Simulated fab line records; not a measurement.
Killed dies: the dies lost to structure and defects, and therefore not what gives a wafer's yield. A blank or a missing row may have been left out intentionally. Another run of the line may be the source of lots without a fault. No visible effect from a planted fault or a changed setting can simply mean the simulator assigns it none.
Chamber matching :: flow nand-harc :: 4 sister chambers for NHARC_A_CHANNEL_FILL_D2_CMP_10 on cmp-02
The step polishes, target thk 150 nm. 4 wafers are shown with their chamber, then 11 later ones without.

WAFERS, EACH WITH ITS CHAMBER
wafer: L086.5
chamber: 2
motor-current-A (A): 11.7

wafer: L088.2
chamber: 1
motor-current-A (A): 10.1

wafer: L088.4
chamber: 0
motor-current-A (A): 13.7

wafer: L090.1
chamber: 3
motor-current-A (A): 9.7

WAFERS WHOSE CHAMBER IS MISSING
wafer: L090.3
motor-current-A (A): 13.5

wafer: L090.6
motor-current-A (A): 9.9

wafer: L092.3
motor-current-A (A): 9.7

wafer: L092.4
motor-current-A (A): 10.8

wafer: L092.6
motor-current-A (A): 13.9

wafer: L094.2
motor-current-A (A): 11.6

wafer: L094.5
motor-current-A (A): 10.0

wafer: L094.6
motor-current-A (A): 13.2

wafer: L097.2
motor-current-A (A): 13.4

wafer: L097.3
motor-current-A (A): 9.8

wafer: L097.6
motor-current-A (A): 11.1

WHICH CHAMBER EACH ONE RAN IN
wafer: L090.3
from the rows above: 0
in truth: 0

wafer: L090.6
from the rows above: can't be placed: 1 or 3
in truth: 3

wafer: L092.3
from the rows above: can't be placed: 3 or 1
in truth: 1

wafer: L092.4
from the rows above: can't be placed: 1 or 2 or 3
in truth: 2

wafer: L092.6
from the rows above: 0
in truth: 0

wafer: L094.2
from the rows above: 2
in truth: 2

wafer: L094.5
from the rows above: can't be placed: 1 or 3
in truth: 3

wafer: L094.6
from the rows above: 0
in truth: 0

wafer: L097.2
from the rows above: 0
in truth: 0

wafer: L097.3
from the rows above: can't be placed: 3 or 1
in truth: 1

wafer: L097.6
from the rows above: can't be placed: 2 or 1
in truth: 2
5 of 11 placed correctly. From these rows, 6 cannot be placed; in 6 the true chamber is one of the candidates. Number placed wrongly: 0.
How it was worked out, from the rows above alone: a wafer's distance from a chamber is the root of the sum, over the readings, of the square of ((its reading less the chamber's mean) divided by the reading's scatter). The wafer belongs to the nearest chamber; if the next one is less than 2 further off, it can't be placed. The mean given for a chamber averages the wafers shown for that chamber. The scatter: root of mean squared gap, hidden wafer to nearest shown wafer, with one shown wafer a chamber.
